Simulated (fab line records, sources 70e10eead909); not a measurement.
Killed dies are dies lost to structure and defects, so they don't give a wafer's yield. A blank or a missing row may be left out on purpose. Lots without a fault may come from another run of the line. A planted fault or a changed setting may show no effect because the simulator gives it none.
Which tool did it? | flow nand_harc | 7 lots, 21 wafers sampled, at 2 steps of a route of 1302

WHAT THE GAUGES READ, wafer by wafer
NHARC_A_ONON_D1_THK_MEAS_11: measures by ellipsometry.
lot  | measured     | on            | thk_nm (nm)
L883 | day 8 09:22  | film_metro-02 | 1013 1013 1011
L886 | day 9 22:51  | film_metro-01 | 1021 1021 1019
L888 | day 10 13:37 | film_metro-02 | 1011 1011 1012
L891 | day 12 04:21 | film_metro-02 | 577 577 577
L899 | day 15 06:16 | film_metro-01 | 1011 1013 1013
L901 | day 16 00:29 | film_metro-02 | 1004 1005 1007
L904 | day 17 05:32 | film_metro-01 | 1006 1008 1005

WHICH TOOL RAN EACH LOT (tool, then ch and the chambers of the sampled wafers, then the start)
lot  | NHARC_A_ONON_D1_DEP_09
L883 | pecvd_onon-03 ch 0, day 8 08:52
L886 | pecvd_onon-02 ch 0, day 9 22:23
L888 | pecvd_onon-02 ch 0, day 10 13:07
L891 | pecvd_onon-02 ch 0, day 12 03:50
L899 | pecvd_onon-01 ch 0, day 15 05:49
L901 | pecvd_onon-02 ch 0, day 15 23:59
L904 | pecvd_onon-01 ch 0, day 17 05:01
- NHARC_A_ONON_D1_DEP_09: target thk 1000 nm.

THE ANSWER, worked out from the rows above alone
Rule: what is usual is taken from the lots themselves. Put in order of their means at a reading, lots are off if they are a third of the lots or fewer, leave a main group of 4 or more, and stand apart from it by a gap of 3 or more times the standard deviation of the main group's means; of several such gaps the widest counts. A main group whose means are all the same, to the digits that the tables above print for the reading, isn't used. A lot without any number at a reading at which 4 lots or more have one is off too. The other lots that the step has rows for count as sound.
Off: L891, at NHARC_A_ONON_D1_THK_MEAS_11 (thk_nm). The main group: mean 1011 nm, standard deviation 4.9.
A tool fits if, at a process step before that reading, it ran every lot that is off, and no sound lot after the first of them. The gauges at NHARC_A_ONON_D1_THK_MEAS_11 are tried like those tools. None of those tried fits.

WHAT THE SIMULATOR HAD PUT IN
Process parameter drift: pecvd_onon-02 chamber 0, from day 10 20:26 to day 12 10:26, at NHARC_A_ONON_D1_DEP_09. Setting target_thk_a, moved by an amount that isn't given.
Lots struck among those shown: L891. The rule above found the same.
